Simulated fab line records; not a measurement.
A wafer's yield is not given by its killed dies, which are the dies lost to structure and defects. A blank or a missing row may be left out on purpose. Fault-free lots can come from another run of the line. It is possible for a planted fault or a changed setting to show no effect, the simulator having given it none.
Which of the tools did it? / flow n5 finfet / 6 lots with 18 wafers sampled at 2 steps, on a route of 1938 steps

## WHAT THE GAUGES READ, wafer by wafer
N5_HKMG_FIN_THK_MEAS_70: measures by xrf.
lot=L206; measured=day 4 19:47; on=film metro-01; HK_THK (nm)=1.585 1.600 1.612
lot=L214; measured=day 6 19:37; on=film metro-02; HK_THK (nm)=1.587 1.592 1.609
lot=L216; measured=day 7 10:49; on=film metro-02; HK_THK (nm)=1.602 1.621 1.627
lot=L220; measured=day 8 07:04; on=film metro-02; HK_THK (nm)=1.635 1.582 1.593
lot=L223; measured=day 8 23:53; on=film metro-02; HK_THK (nm)=1.578 1.589 1.576
lot=L226; measured=day 9 19:49; on=film metro-01; HK_THK (nm)=1.563 1.571 1.558

## TOOL THAT RAN EACH LOT (tool first, then ch and the chambers of the sampled wafers, then the start)
lot=L206; N5_HKMG_FIN_ALD_36=ald metal-04 ch 1,2,3, day 4 19:30
lot=L214; N5_HKMG_FIN_ALD_36=ald metal-03 ch 0,2,3, day 6 19:20
lot=L216; N5_HKMG_FIN_ALD_36=ald metal-01 ch 1,3, day 7 10:32
lot=L220; N5_HKMG_FIN_ALD_36=ald metal-01 ch 1,2, day 8 06:47
lot=L223; N5_HKMG_FIN_ALD_36=ald metal-04 ch 0,1,3, day 8 23:36
lot=L226; N5_HKMG_FIN_ALD_36=ald metal-04 ch 0,2, day 9 19:32
- N5_HKMG_FIN_ALD_36: deposits TiN, target thk 1 nm, pulse time 1 s, purge time 3 s.

## THE ANSWER, worked out from the rows above alone
Rule: the usual values come from the lots themselves. Put in order of their means at a reading, lots are off if they are a third of the lots or fewer, leave a main group of 4 or more, and stand apart from it by a gap of 3 or more times the standard deviation of the main group's means; of several such gaps the widest counts. If all means in a main group match to the digits the tables above print for the reading, that group is not used. A lot without any number at a reading at which 4 lots or more have one is off too. The other lots that the step has rows for count as sound.
Nothing can be told from this: no lot is off at any reading shown.

## WHAT THE SIMULATOR HAD INSERTED
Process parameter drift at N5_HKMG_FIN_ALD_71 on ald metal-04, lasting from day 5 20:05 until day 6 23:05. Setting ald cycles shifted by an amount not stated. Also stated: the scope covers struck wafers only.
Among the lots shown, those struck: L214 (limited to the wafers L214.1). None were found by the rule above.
